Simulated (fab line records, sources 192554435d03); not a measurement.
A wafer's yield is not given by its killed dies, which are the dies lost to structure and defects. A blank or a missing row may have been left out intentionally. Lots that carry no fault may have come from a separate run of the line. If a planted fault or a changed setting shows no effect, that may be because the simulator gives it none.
Chamber matching | flow n5Finfet | N5_BEOL_M10_CURE_71 on uvCure-01: 3 sister chambers
The step cures SiCOH lowk, time 240 s. 24 wafers are shown with their chamber, then 12 later ones without.

EACH WAFER AND ITS CHAMBER
wafer  | chamber | wafer_temp_C_max | lampPowerPct (%)
L082.1 | 0       | 386.5            | 52.34
L082.3 | 0       | 385.9            | 52.29
L082.4 | 0       | 386.6            | 52.36
L081.1 | 1       | 386.8            | 52.35
L081.2 | 1       | 386.8            | 52.36
L081.6 | 1       | 386.6            | 52.31
L083.3 | 1       | 386.9            | 52.25
L083.5 | 1       | 387.6            | 52.37
L083.6 | 1       | 387.0            | 52.34
L085.2 | 1       | 386.7            | 52.35
L085.4 | 1       | 387.3            | 52.29
L085.6 | 1       | 386.8            | 52.36
L087.2 | 2       | 387.1            | 52.30
L087.4 | 2       | 387.1            | 52.30
L087.6 | 2       | 386.9            | 52.36
L092.1 | 1       | 387.1            | 52.37
L092.4 | 1       | 386.5            | 52.30
L092.6 | 1       | 386.1            | 52.35
L092.2 | 1       | 386.9            | 52.34
L092.3 | 1       | 386.1            | 52.35
L092.5 | 1       | 386.9            | 52.27
L093.2 | 1       | 386.7            | 52.31
L093.5 | 1       | 386.9            | 52.29
L093.6 | 1       | 386.9            | 52.33

SIGNATURES (averages over the wafers above)
reading          | chamber 0 | chamber 1 | chamber 2 | scatter within a chamber
wafer_temp_C_max | 386.333   | 386.811   | 387.033   | 0.346
lampPowerPct     | 52.3300   | 52.3272   | 52.3200   | 0.0356
Rule: distance of a wafer from a chamber = root of the sum over the readings of ((wafer's reading minus chamber's mean) / reading's scatter) squared. If the next closest chamber is less than 2 further off than the closest, the wafer can't be placed; otherwise it belongs to the closest. The scatter: take each reading less its chamber's mean, square it, sum over the shown wafers, divide by the number of wafers less the number of chambers, and take the root.

WAFERS WHOSE CHAMBER IS MISSING
wafer  | wafer_temp_C_max | lampPowerPct (%)
L094.2 | 386.9            | 52.33
L094.4 | 387.5            | 52.30
L094.5 | 387.5            | 52.28
L095.1 | 386.2            | 52.26
L095.2 | 386.6            | 52.22
L095.3 | 387.3            | 52.30
L096.3 | 386.5            | 52.43
L096.5 | 387.2            | 52.30
L096.6 | 386.9            | 52.27
L097.1 | 386.3            | 52.28
L097.3 | 386.2            | 52.19
L097.4 | 386.1            | 52.33

WHICH CHAMBER EACH ONE RAN IN
wafer  | from the rows above          | in truth
L094.2 | can't be placed: 1 or 2 or 0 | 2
L094.4 | can't be placed: 2 or 1      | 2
L094.5 | can't be placed: 2 or 1 or 0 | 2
L095.1 | can't be placed: 0 or 1 or 2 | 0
L095.2 | can't be placed: 1 or 2 or 0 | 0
L095.3 | can't be placed: 2 or 1 or 0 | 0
L096.3 | can't be placed: 0 or 1 or 2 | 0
L096.5 | can't be placed: 2 or 1 or 0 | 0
L096.6 | can't be placed: 2 or 1 or 0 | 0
L097.1 | can't be placed: 0 or 1 or 2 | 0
L097.3 | can't be placed: 0 or 1 or 2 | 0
L097.4 | can't be placed: 0 or 1      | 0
0 of 12 placed correctly. Unplaceable from these rows: 12, with the true chamber sitting among the candidates in 12. 0 placed wrongly.
